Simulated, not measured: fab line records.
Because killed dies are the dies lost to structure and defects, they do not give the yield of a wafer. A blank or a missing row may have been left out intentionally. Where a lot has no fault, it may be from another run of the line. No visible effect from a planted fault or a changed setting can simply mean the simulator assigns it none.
fab line records -- flow n5Finfet
[record] lots = 11, wafers = 33, lastDay = 18
route steps=1938 shown BEOL_M6@1260 BEOL_M7@1278
lots that met no fault: taken from a fault-free run of the same line
startH: hours from the record's first day to the start of the lot's first wafer shown -- waitH: hours elapsed since this lot's preceding step -- " repeats the value in the row above -- L1.1+2: several wafers, shown together as one row -- - no value, or no start given -- * or withheld: withheld -- < > ~ a bound
route shown NAME@n: NAME is a module with steps in the file, n the number in the route of the first one -- usual: mean and standard deviation over wafers with no fault -- same: alike in all rows -- chamber/n: place in a boat -- sites: the reading at each site -- _std_site: how widely they spread, as a standard deviation -- _edge_site: mean of outer sites minus mean of inner sites -- radiusMm: how far each site lies from the wafer's centre -- mask NAME#n: copy n -- behind: the most recent tool/chamber to have shaped the wafer -- hold: cause of the lot's hold/its duration in hours/its outcome -- device: which transistor (n, p or np) failed to switch -- end of line: tests run on the same wafers once the route is complete -- a step with no rows: only its recipe -- killed: dies that structure and defects cost at the first sort, which is not the same as the wafer's yield -- map: per-die view of a wafer (x killed, . not killed, _ where there is no die)
set.NAME: the run value of the setting; set.NAME@STEP: its run value at that earlier step -- model.NAME: the simulator's own value behind a step, which no gauge read
one table for each step of the route and one row for each wafer, over a sample of lots
services: when a tool's chamber went out of use (startH, in hours from the record's first day, below 0 if earlier), for how many hours, and the reason
[[steps]]
[step N5_BEOL_M6_DEP_56]
[recipe] material = SiCN, targetThkA = 100, tempC = withheld, precursor = 3MS/NH3, pressureTorr = 3, rfW = 202, timeS = 17.5
[usual] rfFwdPowerW = 199.6/0.92, showerheadPlenumPTorr = 3.666/0.0093, throttleValvePct = 9.0/0.55
lot.wafer,tool,chamber,startH,waitH,rfFwdPowerW,showerheadPlenumPTorr,throttleValvePct
L617.3,pecvd-04,0,190.31,0.0,198.0,3.675,8.2
L617.4,pecvd-04,1,190.31,0.0,198.0,3.651,8.7
L617.5,pecvd-04,2,190.31,0.0,199.0,3.669,9.0
L618.1,pecvd-04,1,196.49,0.0,200.3,3.656,8.8
L618.3,pecvd-04,0,196.49,0.0,198.8,3.672,8.3
L618.6,pecvd-04,1,196.49,0.0,198.5,3.640,8.8
L619.1,pecvd-04,0,203.76,0.0,199.4,3.679,8.3
L619.3,pecvd-04,1,203.76,0.0,198.2,3.658,8.9
L619.4,pecvd-04,0,203.76,0.0,199.2,3.671,8.4
L620.1,pecvd-04,1,221.03,0.0,198.2,3.648,8.5
L620.3,pecvd-04,1,221.03,0.0,198.4,3.654,8.8
L620.6,pecvd-04,0,221.03,0.0,198.9,3.669,8.5
L621.1,pecvd-03,1,221.11,0.0,198.3,3.659,10.2
L621.4,pecvd-03,1,221.11,0.0,199.2,3.678,10.0
L621.5,pecvd-03,2,221.11,0.0,200.7,3.670,9.2
L623.1,pecvd-03,1,228.24,0.0,200.0,3.653,9.6
L623.3,pecvd-03,2,228.24,0.0,201.0,3.663,9.1
L623.5,pecvd-03,2,228.24,0.0,200.5,3.662,8.7
L626.4,pecvd-03,2,254.99,0.0,199.7,3.669,9.1
L626.5,pecvd-03,1,254.99,0.0,200.3,3.663,10.0
L626.6,pecvd-03,2,254.99,0.0,199.9,3.661,9.1
L633.3,pecvd-02,1,288.85,0.0,199.7,3.664,9.0
L633.4,pecvd-02,2,288.85,0.0,200.4,3.669,8.4
L633.5,pecvd-02,1,288.85,0.0,199.4,3.662,9.4
L634.2,pecvd-02,1,299.15,0.0,199.7,3.662,9.2
L634.4,pecvd-02,1,299.15,0.0,199.3,3.653,9.0
L634.6,pecvd-02,0,299.15,0.0,198.8,3.671,9.1
L635.2,pecvd-02,1,301.73,0.0,200.0,3.654,9.0
L635.3,pecvd-02,2,301.73,0.0,200.4,3.673,8.3
L635.5,pecvd-02,1,301.73,0.0,199.2,3.667,9.4
L640.2,pecvd-02,2,336.82,0.0,200.7,3.678,8.3
L640.3,pecvd-02,1,336.82,0.0,200.0,3.662,8.9
L640.4,pecvd-02,1,336.82,0.0,200.3,3.655,8.8
[step N5_BEOL_M7_INSPECT_13]
[recipe] mode = adi, inspectInstrument = brightfield
[usual] rawDefectCount = 383/88
lot.wafer,tool,chamber,startH,waitH,rawDefectCount
L617.3,defectInspect-02,-,192.36,0.0,441
L617.4,defectInspect-02,-,192.36,0.0,408
L617.5,defectInspect-02,-,192.36,0.0,470
L618.1,defectInspect-01,-,198.71,0.0,408
L618.3,defectInspect-01,-,198.71,0.0,360
L618.6,defectInspect-01,-,198.71,0.0,323
L619.1,defectInspect-02,-,208.21,0.0,286
L619.3,defectInspect-02,-,208.21,0.0,324
L619.4,defectInspect-02,-,208.21,0.0,379
L620.1,defectInspect-01,-,223.84,0.0,412
L620.3,defectInspect-01,-,223.84,0.0,398
L620.6,defectInspect-01,-,223.84,0.0,406
L621.1,defectInspect-02,-,224.00,0.0,325
L621.4,defectInspect-02,-,224.00,0.0,314
L621.5,defectInspect-02,-,224.00,0.0,304
L623.1,defectInspect-02,-,230.48,0.0,504
L623.3,defectInspect-02,-,230.48,0.0,348
L623.5,defectInspect-02,-,230.48,0.0,369
L626.4,defectInspect-01,-,257.01,0.0,587
L626.5,defectInspect-01,-,257.01,0.0,476
L626.6,defectInspect-01,-,257.01,0.0,481
L633.3,defectInspect-02,-,292.92,0.0,454
L633.4,defectInspect-02,-,292.92,0.0,344
L633.5,defectInspect-02,-,292.92,0.0,469
L634.2,defectInspect-01,-,301.00,0.0,407
L634.4,defectInspect-01,-,301.00,0.0,421
L634.6,defectInspect-01,-,301.00,0.0,378
L635.2,defectInspect-01,-,304.02,0.0,411
L635.3,defectInspect-01,-,304.02,0.0,369
L635.5,defectInspect-01,-,304.02,0.0,417
L640.2,defectInspect-01,-,338.80,0.0,364
L640.3,defectInspect-01,-,338.80,0.0,403
L640.4,defectInspect-01,-,338.80,0.0,565
[step N5_BEOL_M7_STRIP_67]
[recipe] chemistry = CF4, resist = SiARC, powerW = 300, biasPowerW = 75, pressureMtorr = 50, cf4FlowSccm = 150, rfFrequencyHz = 6e+07
[usual] drypumpMotorCurrentA = 5.9/0.54, oesProductAu = 0.80/0.091, rfVppV = 271.5/1.8, showerheadPlenumPTorr = 1.81/0.063, throttleValvePct = 13.54/0.21
lot.wafer,tool,chamber,startH,waitH,drypumpMotorCurrentA,oesProductAu,rfHoursCounterH,rfVppV,showerheadPlenumPTorr,throttleValvePct
L617.3,rieDiel-04,1,192.64,0.0,5.4,0.93,11,271.7,1.83,13.36
L617.4,rieDiel-04,2,192.64,0.0,6.1,0.70,230,269.1,1.77,13.82
L617.5,rieDiel-04,3,192.64,0.0,6.8,0.69,-,267.0,1.71,13.59
L618.1,rieDiel-01,3,199.24,0.0,6.2,0.77,115,271.3,1.73,13.42
L618.3,rieDiel-01,0,199.24,0.0,5.9,0.91,-,274.5,1.90,13.29
L618.6,rieDiel-01,3,199.24,0.0,6.2,0.77,-,270.2,1.73,13.43
L619.1,rieDiel-03,0,208.48,0.0,5.1,0.74,175,267.9,1.73,13.54
L619.3,rieDiel-03,3,208.48,0.0,6.4,0.90,19,275.1,1.90,13.18
L619.4,rieDiel-03,2,208.48,0.0,5.5,0.73,194,271.0,1.78,13.73
L620.1,rieDiel-04,2,225.02,0.0,6.1,0.70,241,271.5,1.77,13.85
L620.3,rieDiel-04,3,225.02,0.0,6.8,0.67,226,269.5,1.71,13.61
L620.6,rieDiel-04,2,225.02,0.0,6.1,0.69,-,269.7,1.77,13.86
L621.1,rieDiel-04,0,225.59,0.0,5.4,0.76,172,273.2,1.86,13.77
L621.4,rieDiel-04,1,225.59,0.0,5.4,0.90,22,271.5,1.83,13.39
L621.5,rieDiel-04,2,225.59,0.0,6.1,0.69,-,268.4,1.77,13.86
L623.1,rieDiel-04,2,230.76,0.0,6.1,0.70,244,270.6,1.77,13.86
L623.3,rieDiel-04,0,230.76,0.0,5.4,0.76,174,273.7,1.86,13.78
L623.5,rieDiel-04,0,230.76,0.0,5.4,0.76,-,271.5,1.86,13.77
L626.4,rieDiel-04,3,257.29,0.0,6.8,0.67,-,269.7,1.71,13.62
L626.5,rieDiel-04,0,257.29,0.0,5.4,0.76,-,272.0,1.85,13.79
L626.6,rieDiel-04,1,257.29,0.0,5.4,0.88,-,272.6,1.82,13.42
L633.3,rieDiel-03,1,293.19,0.0,6.1,0.70,179,272.3,1.86,13.79
L633.4,rieDiel-03,3,293.19,0.0,6.4,0.85,49,274.0,1.89,13.26
L633.5,rieDiel-03,3,293.19,0.0,6.4,0.84,-,271.7,1.89,13.25
L634.2,rieDiel-03,1,301.30,0.0,6.1,0.71,181,272.1,1.86,13.81
L634.4,rieDiel-03,1,301.30,0.0,6.1,0.71,-,272.9,1.86,13.79
L634.6,rieDiel-03,2,301.30,0.0,5.5,0.70,-,271.3,1.77,13.81
L635.2,rieDiel-04,2,304.29,0.0,6.1,0.95,14,269.5,1.76,13.35
L635.3,rieDiel-04,0,304.29,0.0,5.3,0.74,200,272.3,1.85,13.83
L635.5,rieDiel-04,0,304.29,0.0,5.3,0.74,-,271.4,1.85,13.83
L640.2,rieDiel-01,1,339.07,0.0,4.7,0.86,47,271.9,1.82,13.50
L640.3,rieDiel-01,3,339.07,0.0,6.2,0.74,153,269.1,1.72,13.48
L640.4,rieDiel-01,2,339.07,0.0,6.6,0.86,40,270.2,1.75,13.49
[step N5_BEOL_M7_COAT_22]
[recipe] resist = CAR-EUV, spinRpm = 1500, resistThkNm = 30
[usual] dispensePressureKPa = 50.4/2, spinSpeedRpm = 1500.1/1.2
lot.wafer,tool,chamber,startH,waitH,dispensePressureKPa,spinSpeedRpm
L617.3,lithoTrack-04,0,192.93,-,50.4,1499.1
L617.4,lithoTrack-04,0,192.93,-,50.4,1499.4
L617.5,lithoTrack-04,0,192.93,-,50.4,1499.9
L618.1,lithoTrack-03,0,199.75,-,53.8,1499.6
L618.3,lithoTrack-03,0,199.75,-,53.8,1500.3
L618.6,lithoTrack-03,0,199.75,-,53.8,1499.0
L619.1,lithoTrack-04,0,208.96,-,50.4,1499.4
L619.3,lithoTrack-04,0,208.96,-,50.3,1500.8
L619.4,lithoTrack-04,0,208.96,-,50.4,1502.5
L620.1,lithoTrack-04,0,225.46,-,50.4,1500.6
L620.3,lithoTrack-04,0,225.46,-,50.4,1500.9
L620.6,lithoTrack-04,0,225.46,-,50.4,1500.7
L621.1,lithoTrack-05,0,226.45,-,48.0,1500.1
L621.4,lithoTrack-05,0,226.45,-,48.0,1500.4
L621.5,lithoTrack-05,0,226.45,-,48.0,1498.5
L623.1,lithoTrack-05,0,232.62,-,48.0,1499.5
L623.3,lithoTrack-05,0,232.62,-,47.9,1498.3
L623.5,lithoTrack-05,0,232.62,-,48.0,1500.0
L626.4,lithoTrack-04,0,257.67,-,50.4,1499.6
L626.5,lithoTrack-04,0,257.67,-,50.5,1499.9
L626.6,lithoTrack-04,0,257.67,-,50.5,1498.9
L633.3,lithoTrack-03,0,297.56,-,53.9,1500.2
L633.4,lithoTrack-03,0,297.56,-,53.9,1501.0
L633.5,lithoTrack-03,0,297.56,-,53.9,1500.6
L634.2,lithoTrack-03,0,302.08,-,53.9,1577.1
L634.4,lithoTrack-03,0,302.08,-,53.9,1575.3
L634.6,lithoTrack-03,0,302.08,-,53.9,1576.4
L635.2,lithoTrack-03,0,305.21,-,53.8,1579.3
L635.3,lithoTrack-03,0,305.21,-,53.8,1581.0
L635.5,lithoTrack-03,0,305.21,-,53.9,1580.1
L640.2,lithoTrack-04,0,339.41,-,50.4,1497.8
L640.3,lithoTrack-04,0,339.41,-,50.4,1503.6
L640.4,lithoTrack-04,0,339.41,-,50.4,1501.2
[[services]]
tool,chamber,startH,hours,kind
rieDiel-03,1,175.27,12.3,repair
pecvd-02,-,181.36,28.1,pm
pecvd-04,-,181.78,1.6,repair
pecvd-03,2,185.47,8.2,repair
pecvd-03,-,193.15,14.6,pm
rieDiel-04,3,193.45,8.9,repair
pecvd-04,2,202.47,-,clean
rieDiel-04,-,211.67,2.8,pm
rieDiel-01,-,217.33,9.7,repair
rieDiel-04,-,217.33,2.1,repair
pecvd-03,-,228.69,2.8,pm
rieDiel-01,-,229.97,2.8,pm
rieDiel-04,1,239.23,6.4,repair
rieDiel-04,2,247.20,-,clean
rieDiel-04,2,247.20,-,consumableReplace:focusRing
rieDiel-04,2,247.20,17.3,scheduledDown
rieDiel-04,2,247.20,17.3,ventCycle
pecvd-03,1,280.50,2.5,repair
rieDiel-01,3,284.47,7.4,repair
rieDiel-04,3,295.36,-,clean
rieDiel-04,3,295.36,-,consumableReplace:focusRing
rieDiel-04,3,295.36,-,consumableReplace:showerhead
rieDiel-04,3,295.36,27.3,scheduledDown
rieDiel-04,3,295.36,27.3,ventCycle
[[key]]
[firstSign] step = N5_BEOL_M7_COAT_22, reading = spinSpeedRpm, direction = up, sigmas = 64, usual = *, struck = *
effect none on later readings
metAt N5_BEOL_M7_COAT_22
struckLots L634,L635
notActingAt N5_BEOL_M6_DEP_56,N5_BEOL_M7_INSPECT_13,N5_BEOL_M7_STRIP_67
onsetBetween 297.56 302.08
[fault] kind = processParameterDrift, tool = lithoTrack-03, chamber = -, onsetH = 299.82, steps = N5_BEOL_M7_COAT_22, channel = spinRpm, offset = *, shape = step, endH = 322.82, actsIn = *, stated = *
